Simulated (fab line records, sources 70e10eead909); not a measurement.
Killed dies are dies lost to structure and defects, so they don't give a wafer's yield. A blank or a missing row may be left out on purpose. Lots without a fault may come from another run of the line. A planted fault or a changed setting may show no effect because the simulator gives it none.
Which tool did it? | flow nand_harc | 24 lots, 72 wafers sampled, at 6 steps of a route of 1302

WHAT THE GAUGES READ, wafer by wafer
The record holds no reading of a measuring or inspecting step that can be judged against a usual standard deviation.

WHICH TOOL RAN EACH LOT (tool, then ch and the chambers of the sampled wafers, then the start)
lot  | NHARC_A_STAIRCASE_ETCH_273                    | NHARC_A_STAIRCASE_STRIP_295                   | NHARC_A_STAIRCASE_DEP_325       | NHARC_A_STAIRCASE_CMP_152     | NHARC_A_STAIRCASE_ETCHBACK_157     | NHARC_A_STAIRCASE_CMP_472
L074 | rie_diel-13 ch 1,2,3, day 18 05:34 or earlier | rie_diel-04 ch 0,2,3, day 18 05:34 or earlier | pecvd-04 ch 0,1,2, day 18 05:34 | cmp-02 ch 0,1, day 18 18:50   | rie_diel-13 ch 1,3, day 18 19:41   | cmp-03 ch 0,1,2, day 18 20:15
L075 | rie_diel-01 ch 1,2,3, day 18 20:17 or earlier | rie_diel-04 ch 0,2,3, day 18 20:17 or earlier | pecvd-02 ch 0,2, day 18 20:17   | cmp-03 ch 0,1,2, day 19 12:23 | rie_diel-04 ch 0,2,3, day 19 13:13 | cmp-01 ch 0,1,2, day 19 13:46
L076 | rie_diel-13 ch 0,1,2, day 19 08:58 or earlier | rie_diel-13 ch 0,1,3, day 19 08:58 or earlier | pecvd-02 ch 0,1,2, day 19 08:58 | cmp-01 ch 0,2,3, day 19 22:14 | rie_diel-04 ch 0,2,3, day 19 23:03 | cmp-02 ch 0,2,3, day 20 00:12
L077 | rie_diel-04 ch 0,2,3, day 19 23:15 or earlier | rie_diel-01 ch 1,2, day 19 23:15 or earlier   | pecvd-01 ch 1,2, day 19 23:15   | cmp-02 ch 0,1,3, day 20 13:54 | rie_diel-04 ch 0,2,3, day 20 14:44 | cmp-02 ch 0,1,2, day 20 15:17
L078 | rie_diel-04 ch 0,1,2, day 19 23:10 or earlier | rie_diel-04 ch 0,1,3, day 19 23:10 or earlier | pecvd-02 ch 0,1,2, day 19 23:10 | cmp-03 ch 1,2,3, day 20 13:56 | rie_diel-13 ch 1,2,3, day 20 14:47 | cmp-01 ch 1,2,3, day 20 15:19
L079 | rie_diel-01 ch 0,1,2, day 20 14:31 or earlier | rie_diel-04 ch 1,3, day 20 14:31 or earlier   | pecvd-02 ch 0,2, day 20 14:31   | cmp-03 ch 0,2,3, day 21 05:23 | rie_diel-13 ch 1,3, day 21 06:12   | cmp-03 ch 1,2,3, day 21 06:47
L080 | rie_diel-13 ch 1,2,3, day 20 14:28 or earlier | rie_diel-01 ch 1,2,3, day 20 14:28 or earlier | pecvd-01 ch 1,2, day 20 14:28   | cmp-02 ch 1,2,3, day 21 05:34 | rie_diel-01 ch 0,3, day 21 06:23   | cmp-02 ch 1,2,3, day 21 06:59
L081 | rie_diel-01 ch 0,1,3, day 21 21:47 or earlier | rie_diel-01 ch 0,3, day 21 21:47 or earlier   | pecvd-04 ch 1,2, day 21 21:47   | cmp-03 ch 0,1,3, day 22 13:55 | rie_diel-01 ch 0,3, day 22 14:45   | cmp-03 ch 0,1,3, day 22 15:19
L082 | rie_diel-13 ch 0,2, day 21 21:38 or earlier   | rie_diel-04 ch 1,2,3, day 21 21:38 or earlier | pecvd-02 ch 0,2, day 21 21:38   | cmp-03 ch 0,1,3, day 22 11:02 | rie_diel-13 ch 0,2,3, day 22 11:53 | cmp-02 ch 1,2,3, day 22 12:23
L083 | rie_diel-01 ch 0,3, day 22 15:28 or earlier   | rie_diel-01 ch 0,2, day 22 15:28 or earlier   | pecvd-01 ch 0,2, day 22 15:28   | cmp-02 ch 0,2,3, day 23 08:16 | rie_diel-01 ch 0,1,3, day 23 09:10 | cmp-02 ch 1,3, day 23 09:44
L084 | rie_diel-13 ch 0,1,2, day 22 15:24 or earlier | rie_diel-13 ch 0,1,3, day 22 15:24 or earlier | pecvd-02 ch 0,2, day 22 15:24   | cmp-03 ch 0,2,3, day 23 08:24 | rie_diel-01 ch 0,2,3, day 23 09:15 | cmp-01 ch 0,1,2, day 23 09:50
L085 | rie_diel-04 ch 0,2, day 22 15:23 or earlier   | rie_diel-01 ch 1,3, day 22 15:23 or earlier   | pecvd-04 ch 0,1,2, day 22 15:23 | cmp-01 ch 1,3, day 23 08:04   | rie_diel-13 ch 2,3, day 23 08:54   | cmp-01 ch 0,2,3, day 23 09:28
L086 | rie_diel-04 ch 0,1, day 23 02:37 or earlier   | rie_diel-04 ch 0,1,3, day 23 02:37 or earlier | pecvd-02 ch 0,1,2, day 23 02:37 | cmp-01 ch 0,1,2, day 23 15:46 | rie_diel-04 ch 0,1,3, day 23 16:37 | cmp-02 ch 1,2, day 23 17:08
L088 | rie_diel-13 ch 0,2,3, day 23 22:00 or earlier | rie_diel-01 ch 0,1,3, day 23 22:00 or earlier | pecvd-01 ch 0,1,2, day 23 22:00 | cmp-03 ch 0,1,2, day 24 17:36 | rie_diel-13 ch 0,2,3, day 24 18:26 | cmp-03 ch 1,2,3, day 24 19:04
L087 | rie_diel-13 ch 2,3, day 24 08:41 or earlier   | rie_diel-01 ch 0,3, day 24 08:41 or earlier   | pecvd-01 ch 0,2, day 24 08:41   | cmp-03 ch 0,1, day 25 04:56   | rie_diel-04 ch 2,3, day 25 05:51   | cmp-01 ch 0,1, day 25 06:26
L090 | rie_diel-01 ch 0,1,2, day 25 01:38 or earlier | rie_diel-13 ch 0,2,3, day 25 01:38 or earlier | pecvd-02 ch 0,2, day 25 01:38   | cmp-01 ch 0,1,3, day 25 17:52 | rie_diel-01 ch 1,2,3, day 25 18:41 | cmp-03 ch 0,3, day 25 19:17
L089 | rie_diel-01 ch 1,2,3, day 25 09:00 or earlier | rie_diel-01 ch 1,3, day 25 09:00 or earlier   | pecvd-02 ch 0,1, day 25 09:00   | cmp-01 ch 0,2, day 25 22:38   | rie_diel-04 ch 1,2, day 25 23:29   | cmp-02 ch 0,1,3, day 26 00:24
L091 | rie_diel-13 ch 0,1,2, day 25 23:32 or earlier | rie_diel-13 ch 0,2,3, day 25 23:32 or earlier | pecvd-01 ch 0,1, day 25 23:32   | cmp-02 ch 1,2,3, day 26 16:16 | rie_diel-04 ch 1,2, day 26 17:05   | cmp-03 ch 0,2,3, day 26 17:47
L092 | rie_diel-04 ch 1,2, day 25 23:40 or earlier   | rie_diel-04 ch 0,2,3, day 25 23:40 or earlier | pecvd-04 ch 0,2, day 25 23:40   | cmp-01 ch 0,2, day 26 17:27   | rie_diel-13 ch 0,1, day 26 18:19   | cmp-02 ch 1,2,3, day 26 18:54
L094 | rie_diel-04 ch 0,1,3, day 26 18:02 or earlier | rie_diel-04 ch 1,2,3, day 26 18:02 or earlier | pecvd-01 ch 1,2, day 26 18:02   | cmp-01 ch 2,3, day 27 09:53   | rie_diel-04 ch 0,2,3, day 27 10:45 | cmp-02 ch 0,2,3, day 27 11:18
L093 | rie_diel-04 ch 1,2, day 26 18:02 or earlier   | rie_diel-01 ch 1,2,3, day 26 18:02 or earlier | pecvd-04 ch 0,1, day 26 18:02   | cmp-02 ch 0,2,3, day 27 09:36 | rie_diel-01 ch 0,3, day 27 10:25   | cmp-02 ch 0,1, day 27 10:58
L095 | rie_diel-04 ch 1,2,3, day 27 04:45 or earlier | rie_diel-04 ch 0,1,2, day 27 04:45 or earlier | pecvd-04 ch 0,1,2, day 27 04:45 | cmp-03 ch 0,1,3, day 27 18:39 | rie_diel-04 ch 0,1,2, day 27 19:28 | cmp-03 ch 1,2,3, day 27 20:08
L096 | rie_diel-04 ch 0,1,2, day 27 13:55 or earlier | rie_diel-01 ch 0,1,2, day 27 13:55 or earlier | pecvd-01 ch 0,1, day 27 13:55   | cmp-02 ch 0,1, day 28 05:40   | rie_diel-01 ch 0,3, day 28 06:32   | cmp-02 ch 1,2,3, day 28 07:04
L097 | rie_diel-01 ch 1,2,3, day 27 13:49 or earlier | rie_diel-13 ch 0,2, day 27 13:49 or earlier   | pecvd-02 ch 0,2, day 27 13:49   | cmp-02 ch 0,2, day 28 04:49   | rie_diel-01 ch 0,1,2, day 28 05:42 | cmp-01 ch 0,1,3, day 28 06:22
- NHARC_A_STAIRCASE_ETCH_273: etches the open film in C4F8/O2/Ar, target depth 10200 nm, time 2468.6 s.
- NHARC_A_STAIRCASE_STRIP_295: strips in O2.
- NHARC_A_STAIRCASE_DEP_325: deposits SiO2, target thk 7200 nm.
- NHARC_A_STAIRCASE_CMP_152: polishes.
- NHARC_A_STAIRCASE_ETCHBACK_157: etches the open film in CH3F/O2, target depth 90 nm, time 167.14 s.
- NHARC_A_STAIRCASE_CMP_472: polishes SiO2.

WHAT THE TOOLS THEMSELVES READ (means of the sampled wafers that have a number; where no wafer has one, the mark that the record gives instead)
NHARC_A_STAIRCASE_ETCH_273.
lot  | tool        | oes_product_au (a.u.) | rf_vpp_V (V)
L074 | rie_diel-13 | 0.930                 | 1837
L075 | rie_diel-01 | 0.947                 | 1829
L076 | rie_diel-13 | 0.938                 | 1834
L077 | rie_diel-04 | 0.936                 | 1831
L078 | rie_diel-04 | 0.935                 | 1822
L079 | rie_diel-01 | 0.943                 | 1832
L080 | rie_diel-13 | 0.932                 | 1836
L081 | rie_diel-01 | 0.929                 | 1836
L082 | rie_diel-13 | 0.924                 | 1832
L083 | rie_diel-01 | 0.937                 | 1833
L084 | rie_diel-13 | 0.939                 | 1834
L085 | rie_diel-04 | 0.935                 | 1822
L086 | rie_diel-04 | 0.935                 | 1820
L088 | rie_diel-13 | 0.923                 | 1835
L087 | rie_diel-13 | 0.947                 | 1825
L090 | rie_diel-01 | 0.944                 | 1831
L089 | rie_diel-01 | 0.927                 | 1827
L091 | rie_diel-13 | 0.931                 | 1834
L092 | rie_diel-04 | 0.953                 | 1816
L094 | rie_diel-04 | 0.955                 | 1828
L093 | rie_diel-04 | 0.942                 | 1816
L095 | rie_diel-04 | 0.950                 | 1824
L096 | rie_diel-04 | 0.941                 | 1818
L097 | rie_diel-01 | 0.926                 | 1825

NHARC_A_STAIRCASE_STRIP_295.
lot  | tool        | drypump_motor_current_A (A) | oes_product_au (a.u.) | rf_vpp_V (V) | showerhead_plenum_p_Torr (Torr) | throttle_valve_pct (%)
L074 | rie_diel-04 | 5.8                         | 1.006                 | 57.5         | 3.59                            | 17.038
L075 | rie_diel-04 | 5.7                         | 1.000                 | 58.5         | 3.58                            | 17.039
L076 | rie_diel-13 | 6.1                         | 0.999                 | 58.4         | 3.78                            | 17.037
L077 | rie_diel-01 | 6.3                         | 0.998                 | 57.3         | 3.51                            | 17.037
L078 | rie_diel-04 | 5.9                         | 1.001                 | 58.5         | 3.57                            | 17.033
L079 | rie_diel-04 | 6.2                         | 1.009                 | 57.1         | 3.63                            | 17.041
L080 | rie_diel-01 | 5.9                         | 1.000                 | 57.5         | 3.55                            | 17.036
L081 | rie_diel-01 | 5.2                         | 1.005                 | 57.8         | 3.62                            | 17.039
L082 | rie_diel-04 | 6.0                         | 1.009                 | 58.3         | 3.51                            | 17.048
L083 | rie_diel-01 | 6.0                         | 1.005                 | 57.6         | 3.54                            | 17.033
L084 | rie_diel-13 | 6.2                         | 1.003                 | 58.7         | 3.76                            | 17.032
L085 | rie_diel-01 | 5.6                         | 1.010                 | 57.8         | 3.59                            | 17.042
L086 | rie_diel-04 | 6.0                         | 1.012                 | 57.8         | 3.55                            | 17.043
L088 | rie_diel-01 | 5.4                         | 1.015                 | 57.5         | 3.63                            | 17.037
L087 | rie_diel-01 | 5.2                         | 1.013                 | 58.7         | 3.61                            | 17.037
L090 | rie_diel-13 | 5.7                         | 0.989                 | 58.1         | 3.62                            | 17.039
L089 | rie_diel-01 | 5.4                         | 1.016                 | 57.4         | 3.56                            | 17.031
L091 | rie_diel-13 | 5.7                         | 0.997                 | 58.5         | 3.61                            | 17.029
L092 | rie_diel-04 | 5.8                         | 1.012                 | 57.3         | 3.55                            | 17.037
L094 | rie_diel-04 | 6.0                         | 1.011                 | 57.6         | 3.49                            | 17.043
L093 | rie_diel-01 | 5.9                         | 0.999                 | 57.1         | 3.52                            | 17.041
L095 | rie_diel-04 | 5.7                         | 1.008                 | 57.7         | 3.42                            | 17.037
L096 | rie_diel-01 | 5.8                         | 0.993                 | 58.2         | 3.57                            | 17.033
L097 | rie_diel-13 | 5.6                         | 0.992                 | 57.6         | 3.47                            | 17.033

NHARC_A_STAIRCASE_DEP_325.
lot  | tool     | heater_power_w (W)
L074 | pecvd-04 | 564
L075 | pecvd-02 | 624
L076 | pecvd-02 | 670
L077 | pecvd-01 | 650
L078 | pecvd-02 | 690
L079 | pecvd-02 | 642
L080 | pecvd-01 | 661
L081 | pecvd-04 | 555
L082 | pecvd-02 | 626
L083 | pecvd-01 | 697
L084 | pecvd-02 | 625
L085 | pecvd-04 | 555
L086 | pecvd-02 | 664
L088 | pecvd-01 | 727
L087 | pecvd-01 | 667
L090 | pecvd-02 | 625
L089 | pecvd-02 | 662
L091 | pecvd-01 | 694
L092 | pecvd-04 | 582
L094 | pecvd-01 | 692
L093 | pecvd-04 | 515
L095 | pecvd-04 | 604
L096 | pecvd-01 | 685
L097 | pecvd-02 | 701

NHARC_A_STAIRCASE_CMP_152.
lot  | tool   | motor_current_A (A) | pad_life_wafers
L074 | cmp-02 | 13.8                | 396
L075 | cmp-03 | 12.4                | 355
L076 | cmp-01 | 12.6                | 266
L077 | cmp-02 | 12.1                | 171
L078 | cmp-03 | 12.3                | 49
L079 | cmp-03 | 12.1                | 128
L080 | cmp-02 | 11.4                | 254
L081 | cmp-03 | 12.7                | 272
L082 | cmp-03 | 12.2                | 260
L083 | cmp-02 | 12.1                | 26
L084 | cmp-03 | 12.3                | 350
L085 | cmp-01 | 11.6                | 181
L086 | cmp-01 | 12.1                | 224
L088 | cmp-03 | 12.5                | 61
L087 | cmp-03 | 12.1                | 114
L090 | cmp-01 | 11.9                | 50
L089 | cmp-01 | 12.1                | 73
L091 | cmp-02 | 10.9                | 350
L092 | cmp-01 | 12.2                | 152
L094 | cmp-01 | 12.3                | 264
L093 | cmp-02 | 12.3                | 25
L095 | cmp-03 | 12.4                | 392
L096 | cmp-02 | 13.3                | 140
L097 | cmp-02 | 13.7                | 121

NHARC_A_STAIRCASE_ETCHBACK_157.
lot  | tool        | drypump_motor_current_A (A) | oes_product_au (a.u.) | rf_vpp_V (V) | showerhead_plenum_p_Torr (Torr) | throttle_valve_pct (%)
L074 | rie_diel-13 | 6.1                         | 0.92                  | 247.0        | 2.65                            | 20.664
L075 | rie_diel-04 | 5.8                         | 0.99                  | 245.0        | 2.49                            | 20.663
L076 | rie_diel-04 | 5.8                         | 0.94                  | 244.8        | 2.49                            | 20.671
L077 | rie_diel-04 | 5.8                         | 0.94                  | 244.8        | 2.49                            | 20.663
L078 | rie_diel-13 | 5.9                         | 0.95                  | 245.5        | 2.55                            | 20.663
L079 | rie_diel-13 | 6.3                         | 0.95                  | 247.7        | 2.64                            | 20.663
L080 | rie_diel-01 | 5.2                         | 0.96                  | 246.2        | 2.53                            | 20.663
L081 | rie_diel-01 | 5.2                         | 0.94                  | 244.8        | 2.52                            | 20.662
L082 | rie_diel-13 | 5.7                         | 0.95                  | 245.7        | 2.53                            | 20.676
L083 | rie_diel-01 | 5.4                         | 0.99                  | 244.9        | 2.53                            | 20.662
L084 | rie_diel-01 | 5.6                         | 0.97                  | 244.9        | 2.49                            | 20.667
L085 | rie_diel-13 | 5.7                         | 1.01                  | 245.9        | 2.54                            | 20.665
L086 | rie_diel-04 | 5.9                         | 1.01                  | 244.0        | 2.47                            | 20.659
L088 | rie_diel-13 | 5.7                         | 1.00                  | 245.3        | 2.52                            | 20.664
L087 | rie_diel-04 | 5.8                         | 1.01                  | 243.7        | 2.44                            | 20.667
L090 | rie_diel-01 | 5.8                         | 0.94                  | 244.6        | 2.45                            | 20.661
L089 | rie_diel-04 | 5.9                         | 0.92                  | 242.5        | 2.34                            | 20.671
L091 | rie_diel-04 | 5.8                         | 0.96                  | 242.9        | 2.35                            | 20.656
L092 | rie_diel-13 | 6.1                         | 0.95                  | 246.4        | 2.60                            | 20.659
L094 | rie_diel-04 | 5.7                         | 0.95                  | 243.9        | 2.47                            | 20.659
L093 | rie_diel-01 | 5.2                         | 0.96                  | 245.0        | 2.54                            | 20.665
L095 | rie_diel-04 | 5.7                         | 0.93                  | 243.0        | 2.38                            | 20.663
L096 | rie_diel-01 | 5.2                         | 0.95                  | 245.0        | 2.50                            | 20.665
L097 | rie_diel-01 | 5.8                         | 0.95                  | 245.2        | 2.48                            | 20.661

NHARC_A_STAIRCASE_CMP_472.
lot  | tool   | motor_current_A (A) | pad_life_wafers
L074 | cmp-03 | 12.5                | 278
L075 | cmp-01 | 11.8                | 211
L076 | cmp-02 | 12.3                | 92
L077 | cmp-02 | 12.3                | 176
L078 | cmp-01 | 11.7                | 350
L079 | cmp-03 | 12.5                | 134
L080 | cmp-02 | 11.1                | 260
L081 | cmp-03 | 12.5                | 278
L082 | cmp-02 | 11.1                | 361
L083 | cmp-02 | 11.5                | 37
L084 | cmp-01 | 12.0                | 200
L085 | cmp-01 | 12.6                | 193
L086 | cmp-02 | 11.7                | 66
L088 | cmp-03 | 12.4                | 68
L087 | cmp-01 | 11.5                | 1
L090 | cmp-03 | 12.3                | 168
L089 | cmp-02 | 12.5                | 266
L091 | cmp-03 | 12.8                | 267
L092 | cmp-02 | 10.6                | 368
L094 | cmp-02 | 11.9                | 50
L093 | cmp-02 | 13.7                | 42
L095 | cmp-03 | 12.3                | 410
L096 | cmp-02 | 11.2                | 158
L097 | cmp-01 | 11.4                | 397

THE ANSWER, worked out from the rows above alone
Rule: what is usual is taken from the lots themselves. Put in order of their means at a reading, lots are off if they are a third of the lots or fewer, leave a main group of 4 or more, and stand apart from it by a gap of 3 or more times the standard deviation of the main group's means; of several such gaps the widest counts. A main group whose means are all the same, to the digits that the tables above print for the reading, isn't used. A lot without any number at a reading at which 4 lots or more have one is off too. The other lots that the step has rows for count as sound. The gauges are gone through in route order, then the tools' own readings, and for those a lot's mean is taken as printed above. The first step at which some lot is off is used, and at that step the reading that is off furthest; a lot without a number counts as furthest.
No lot is off at any reading shown: from this, nothing can be told.

WHAT THE SIMULATOR HAD PUT IN
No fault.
